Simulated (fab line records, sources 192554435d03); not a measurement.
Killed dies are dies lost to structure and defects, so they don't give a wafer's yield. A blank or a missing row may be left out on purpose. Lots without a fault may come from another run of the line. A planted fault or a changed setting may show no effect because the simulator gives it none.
Which tool did it? | flow n5_finfet | 10 lots, 26 wafers sampled, at 5 steps of a route of 1938

WHAT THE GAUGES READ, wafer by wafer
N5_HKMG_FIN_OVL_MEAS_13. Usual: NWFM_OVL 0.0 nm, standard deviation 0.84.
lot  | measured    | on         | NWFM_OVL (nm)  | flag
L937 | day 4 07:40 | overlay-01 | 0.2 0.1 0.7    |
L938 | day 4 14:05 | overlay-02 | 0.0 0.0 0.0    |
L939 | day 4 22:28 | overlay-02 | 1.9 0.7 1.9    |
L944 | day 5 19:56 | overlay-01 | -0.9 -0.2      |
L945 | day 6 01:23 | overlay-02 | -0.2 0.2       |
L951 | day 7 16:55 | overlay-01 | -0.4 -1.6      |
L954 | day 8 07:29 | overlay-02 | -0.9 -0.9 -1.6 |
L955 | day 8 15:37 | overlay-01 | -1.4 -1.5 -1.8 |
L959 | day 9 15:30 | overlay-02 | 0.1 -0.2 -0.8  |
L960 | day 9 21:48 | overlay-02 | -1.1 -0.2      |

N5_BEOL_M4_RC_MEAS_101. Usual: DIBL_N 36.5 mV/V, standard deviation 2.2; DIBL_P 36.9 mV/V, standard deviation 2.9; IOFF_N 0.17 nA/um, standard deviation 0.044; IOFF_P 0.22 nA/um, standard deviation 0.052; ION_N 671 uA/um, standard deviation 16; ION_P 461 uA/um, standard deviation 10; SS_N 71.6 mV/dec, standard deviation 0.73; SS_P 73.5 mV/dec, standard deviation 0.79; VT_N 250 mV, standard deviation 4.1; VT_P -250 mV, standard deviation 4.1.
lot  | measured     | on        | DIBL_N (mV/V)  | DIBL_P (mV/V)  | IOFF_N (nA/um) | IOFF_P (nA/um) | ION_N (uA/um) | ION_P (uA/um) | SS_N (mV/dec)  | SS_P (mV/dec)  | VT_N (mV)   | VT_P (mV)      | flag
L937 | day 8 10:38  | prober-01 | 34.2 35.1 32.4 | 34.7 37.1 30.0 | 0.12 0.13 0.09 | 0.16 0.19 0.10 | 667 674 647   | 455 463 440   | 70.9 71.0 70.4 | 72.1 72.9 71.1 | 253 252 260 | -255 -254 -262 |
L938 | day 9 04:32  | prober-02 | 35.9 36.7 35.2 | 36.2 36.3 36.0 | 0.15 0.15 0.14 | 0.21 0.20 0.21 | 666 656 664   | 459 453 461   | 70.7 71.3 71.9 | 73.0 73.7 73.2 | 249 250 253 | -249 -252 -248 |
L939 | day 9 11:28  | prober-01 | 34.2 37.0 35.7 | 34.5 38.1 37.1 | 0.11 0.16 0.13 | 0.18 0.22 0.21 | 655 655 668   | 451 448 463   | 71.1 72.2 71.2 | 72.1 73.3 72.9 | 258 250 252 | -254 -252 -251 |
L944 | day 10 03:37 | prober-01 | 33.1 39.1      | 31.3 39.3      | 0.11 0.20      | 0.18 0.32      | 648 661       | 447 458       | 71.2 71.8      | 73.2 75.0      | 255 249     | -248 -242      |
L945 | day 11 02:58 | prober-01 | 37.1 34.8      | 38.6 32.0      | 0.16 0.13      | 0.24 0.14      | 652 638       | 453 436       | 72.5 72.4      | 73.8 72.6      | 248 258     | -250 -258      |
L951 | day 12 04:52 | prober-02 | 35.5 36.0      | 35.7 36.9      | 0.13 0.14      | 0.18 0.20      | 670 668       | 458 454       | 71.1 71.4      | 73.5 73.4      | 252 254     | -253 -252      |
L954 | day 13 02:46 | prober-02 | 34.6 38.4 37.3 | 35.2 41.1 39.9 | 0.13 0.23 0.18 | 0.19 0.30 0.30 | 662 700 656   | 461 477 459   | 71.6 71.5 71.9 | 72.9 74.3 74.1 | 252 240 248 | -250 -246 -244 |
L955 | day 13 09:13 | prober-01 | 32.5 40.5 35.3 | 32.7 41.8 35.7 | 0.11 0.22 0.14 | 0.14 0.26 0.18 | 658 677 657   | 455 461 453   | 69.8 72.3 70.3 | 71.9 75.3 73.5 | 252 247 251 | -255 -249 -253 |
L959 | day 14 05:49 | prober-01 | 35.3 38.1 37.8 | 35.5 38.7 39.4 | 0.14 0.18 0.17 | 0.18 0.23 0.25 | 666 674 668   | 461 463 461   | 70.9 71.7 71.4 | 73.1 74.3 74.4 | 250 247 248 | -252 -249 -252 |
L960 | day 15 04:48 | prober-01 | 40.2 42.3      | 42.9 44.0      | 0.23 0.28      | 0.29 0.33      | 669 702       | 456 471       | 72.3 73.4      | 74.7 75.0      | 248 242     | -247 -243      |

WHICH TOOL RAN EACH LOT (tool, then ch and the chambers of the sampled wafers, then the start)
lot  | N5_HKMG_FIN_ETCH_35               | N5_HKMG_FIN_STRIP_89              | N5_HKMG_FIN_STRIP_90
L937 | rie_diel-06 ch 0,2,3, day 4 08:01 | rie_diel-02 ch 2,3, day 4 09:06   | rie_diel-02 ch 0,1,3, day 4 10:10
L938 | rie_diel-02 ch 1,2,3, day 4 14:26 | rie_diel-02 ch 0,1, day 4 15:31   | rie_diel-02 ch 1,2, day 4 16:35
L939 | rie_diel-06 ch 0,2,3, day 4 22:49 | rie_diel-02 ch 0,3, day 5 00:16   | rie_diel-05 ch 1,2,3, day 5 01:20
L944 | rie_diel-02 ch 0,2, day 5 20:17   | rie_diel-02 ch 0,2, day 5 21:22   | rie_diel-06 ch 1,2, day 5 22:30
L945 | rie_diel-02 ch 2,3, day 6 01:44   | rie_diel-05 ch 2,3, day 6 02:49   | rie_diel-02 ch 0,3, day 6 03:59
L951 | rie_diel-06 ch 1, day 7 17:17     | rie_diel-06 ch 0,3, day 7 18:22   | rie_diel-06 ch 2,3, day 7 19:41
L954 | rie_diel-05 ch 0,2,3, day 8 07:56 | rie_diel-05 ch 0,1,2, day 8 09:02 | rie_diel-02 ch 0,2, day 8 10:07
L955 | rie_diel-05 ch 0,1, day 8 15:58   | rie_diel-06 ch 0,1, day 8 17:10   | rie_diel-05 ch 0,2,3, day 8 18:14
L959 | rie_diel-02 ch 2,3, day 9 15:52   | rie_diel-05 ch 0,1,3, day 9 16:57 | rie_diel-05 ch 1,3, day 9 18:01
L960 | rie_diel-05 ch 0,1, day 9 22:14   | rie_diel-06 ch 0,3, day 9 23:14   | rie_diel-02 ch 1, day 10 00:19
- N5_HKMG_FIN_ETCH_35: etches SOC in N2/H2, target depth 215.8 nm, time 243.4 s.
- N5_HKMG_FIN_STRIP_89: strips SOC in N2/H2, time 20 s.
- N5_HKMG_FIN_STRIP_90: strips SOC in N2/H2, time 20 s.

WHAT THE TOOLS THEMSELVES READ (means of the sampled wafers that have a number; where no wafer has one, the mark that the record gives instead)
N5_HKMG_FIN_ETCH_35. Usual: drypump_motor_current_A 5.5 A, standard deviation 0.51; oes_product_au 0.77 a.u., standard deviation 0.088; rf_vpp_V 142.0 V, standard deviation 0.97; run_length_s 266.7 s, standard deviation 0.45; showerhead_plenum_p_Torr 2.58 Torr, standard deviation 0.067; throttle_valve_pct 17.9 %, standard deviation 0.34.
lot  | tool        | drypump_motor_current_A (A) | oes_product_au (a.u.) | rf_vpp_V (V) | run_length_s (s) | showerhead_plenum_p_Torr (Torr) | throttle_valve_pct (%) | flag
L937 | rie_diel-06 | 5.2                         | 0.81                  | 141.6        | 267.0            | 2.58                            | 17.7                   |
L938 | rie_diel-02 | 5.4                         | 0.74                  | 142.6        | 267.0            | 2.62                            | 18.2                   |
L939 | rie_diel-06 | 5.2                         | 0.80                  | 141.9        | 266.9            | 2.58                            | 17.7                   |
L944 | rie_diel-02 | 5.7                         | 0.72                  | 143.1        | 272.8            | 2.65                            | 18.2                   | OFF
L945 | rie_diel-02 | 5.2                         | 0.71                  | 142.5        | 272.6            | 2.64                            | 18.2                   | OFF
L951 | rie_diel-06 | 6.4                         | 0.83                  | 141.9        | 266.8            | 2.60                            | 17.6                   |
L954 | rie_diel-05 | 5.9                         | 0.78                  | 140.9        | 266.4            | 2.50                            | 17.6                   |
L955 | rie_diel-05 | 5.4                         | 0.71                  | 141.2        | 266.5            | 2.49                            | 17.6                   |
L959 | rie_diel-02 | 5.2                         | 0.80                  | 142.2        | 266.5            | 2.63                            | 18.2                   |
L960 | rie_diel-05 | 5.6                         | 0.72                  | 141.1        | 266.6            | 2.47                            | 17.6                   |

N5_HKMG_FIN_STRIP_89. Usual: bias_power_w 8.006 W, standard deviation 0.023; drypump_motor_current_A 5.6 A, standard deviation 0.53; oes_product_au 0.78 a.u., standard deviation 0.084; rf_vpp_V 54.3 V, standard deviation 0.86; showerhead_plenum_p_Torr 3.39 Torr, standard deviation 0.089; throttle_valve_pct 19.0 %, standard deviation 0.5.
lot  | tool        | bias_power_w (W) | drypump_motor_current_A (A) | oes_product_au (a.u.) | rf_vpp_V (V) | showerhead_plenum_p_Torr (Torr) | throttle_valve_pct (%) | flag
L937 | rie_diel-02 | 8.007            | 5.2                         | 0.72                  | 54.7         | 3.47                            | 19.5                   |
L938 | rie_diel-02 | 8.008            | 6.1                         | 0.74                  | 53.8         | 3.45                            | 19.3                   |
L939 | rie_diel-02 | 7.998            | 5.6                         | 0.71                  | 53.5         | 3.45                            | 19.1                   |
L944 | rie_diel-02 | 8.012            | 5.7                         | 0.72                  | 54.8         | 3.50                            | 19.7                   |
L945 | rie_diel-05 | 8.005            | 5.8                         | 0.80                  | 53.7         | 3.37                            | 18.6                   |
L951 | rie_diel-06 | 8.031            | 5.0                         | 0.81                  | 54.0         | 3.38                            | 18.9                   |
L954 | rie_diel-05 | 7.996            | 5.7                         | 0.78                  | 53.9         | 3.28                            | 18.6                   |
L955 | rie_diel-06 | 7.998            | 6.1                         | 0.80                  | 54.1         | 3.44                            | 19.0                   |
L959 | rie_diel-05 | 8.003            | 5.6                         | 0.72                  | 54.3         | 3.32                            | 18.7                   |
L960 | rie_diel-06 | 7.998            | 5.0                         | 0.80                  | 54.0         | 3.37                            | 18.9                   |

N5_HKMG_FIN_STRIP_90. Usual: bias_power_w 8.001 W, standard deviation 0.023; drypump_motor_current_A 5.6 A, standard deviation 0.51; oes_product_au 0.77 a.u., standard deviation 0.084; rf_vpp_V 54.3 V, standard deviation 0.9; showerhead_plenum_p_Torr 3.40 Torr, standard deviation 0.086; throttle_valve_pct 19.1 %, standard deviation 0.53.
lot  | tool        | bias_power_w (W) | drypump_motor_current_A (A) | oes_product_au (a.u.) | rf_vpp_V (V) | showerhead_plenum_p_Torr (Torr) | throttle_valve_pct (%) | flag
L937 | rie_diel-02 | 7.998            | 5.8                         | 0.74                  | 53.7         | 3.44                            | 19.3                   |
L938 | rie_diel-02 | 8.000            | 5.5                         | 0.79                  | 55.0         | 3.44                            | 19.8                   |
L939 | rie_diel-05 | 8.007            | 5.5                         | 0.77                  | 54.1         | 3.36                            | 18.7                   |
L944 | rie_diel-06 | 7.997            | 5.9                         | 0.78                  | 54.5         | 3.43                            | 18.9                   |
L945 | rie_diel-02 | 8.021            | 5.8                         | 0.70                  | 54.0         | 3.46                            | 19.2                   |
L951 | rie_diel-06 | 7.993            | 5.1                         | 0.94                  | 54.2         | 3.35                            | 18.5                   |
L954 | rie_diel-02 | 8.016            | 5.8                         | 0.70                  | 54.2         | 3.47                            | 19.6                   |
L955 | rie_diel-05 | 8.003            | 6.0                         | 0.78                  | 53.8         | 3.31                            | 18.5                   |
L959 | rie_diel-05 | 7.995            | 5.2                         | 0.68                  | 54.5         | 3.37                            | 18.9                   |
L960 | rie_diel-02 | 8.030            | 5.7                         | 0.76                  | 54.1         | 3.38                            | 19.7                   |

THE ANSWER, worked out from the rows above alone
Rule: a lot is off if the mean of its wafers that have a number lies more than 3 standard deviations from the usual mean. A lot without any number at a reading at which 4 lots or more have one is off too. The other lots that the step has rows for count as sound. The gauges are gone through in route order, then the tools' own readings, and for those a lot's mean is taken as printed above. The first step at which some lot is off is used, and at that step the reading that is off furthest; a lot without a number counts as furthest.
Off: L944, L945, at N5_HKMG_FIN_ETCH_35 (run_length_s).
A tool fits if, at that step or a process step before it, it ran every lot that is off, and no sound lot after the first of them. None of those tried fits.

WHAT THE SIMULATOR HAD PUT IN
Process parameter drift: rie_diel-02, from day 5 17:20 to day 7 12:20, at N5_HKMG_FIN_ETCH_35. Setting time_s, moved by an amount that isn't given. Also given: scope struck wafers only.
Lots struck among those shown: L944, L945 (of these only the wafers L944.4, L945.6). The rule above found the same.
